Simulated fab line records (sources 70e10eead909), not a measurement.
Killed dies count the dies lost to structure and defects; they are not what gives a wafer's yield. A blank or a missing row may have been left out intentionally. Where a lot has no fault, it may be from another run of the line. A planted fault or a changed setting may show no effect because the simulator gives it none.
Matching of chambers | flow nand_harc | 4 sister chambers for NHARC_P_GATE_ALD_36 on ald_sin-01
The step deposits SiNx, target thk 20 nm, pulse time 60 s, ald cycles 223. 7 wafers are shown with their chamber, then 8 later ones without.

== WAFERS WITH THEIR CHAMBER ==
wafer  | chamber | heater_power_w (W) | susceptor_temp_C (C)
L079.6 | 0       | 959                | 399.59
L082.6 | 2       | 989                | 400.03
L085.6 | 2       | 1008               | 399.85
L089.2 | 3       | 859                | 399.92
L089.1 | 1       | 793                | 399.99
L089.6 | 3       | 865                | 399.91
L091.4 | 1       | 800                | 400.04

== WAFERS MISSING THEIR CHAMBER ==
wafer  | heater_power_w (W) | susceptor_temp_C (C)
L091.1 | 898                | 399.64
L091.3 | 842                | 399.86
L093.4 | 978                | 399.93
L093.2 | 792                | 400.11
L093.6 | 974                | 400.27
L097.1 | 912                | 399.74
L097.4 | 958                | 400.36
L097.5 | 921                | 399.95

== CHAMBER TAKEN BY EACH ==
wafer  | from the rows above     | in truth
L091.1 | can't be placed: 3 or 0 | 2
L091.3 | 3                       | 3
L093.4 | 2                       | 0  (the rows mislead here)
L093.2 | 1                       | 1
L093.6 | 2                       | 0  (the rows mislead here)
L097.1 | can't be placed: 0 or 3 | 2
L097.4 | 2                       | 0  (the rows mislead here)
L097.5 | can't be placed: 0 or 3 | 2
Correct placement for 2 of the 8. Can't be placed from these rows: 3 (the true chamber is among the candidates in 0). Wrongly placed: 3.
How it was worked out, from the rows above alone: a wafer's distance from a chamber is the root of the sum, over the readings, of the square of ((its reading less the chamber's mean) divided by the reading's scatter). The wafer belongs to the nearest chamber; if the next one is less than 2 further off, it can't be placed. A chamber's mean is the mean of its shown wafers. The scatter is the square root of a quotient: the sum, over the shown wafers, of each reading's squared deviation from its chamber's mean, divided by wafers minus chambers.
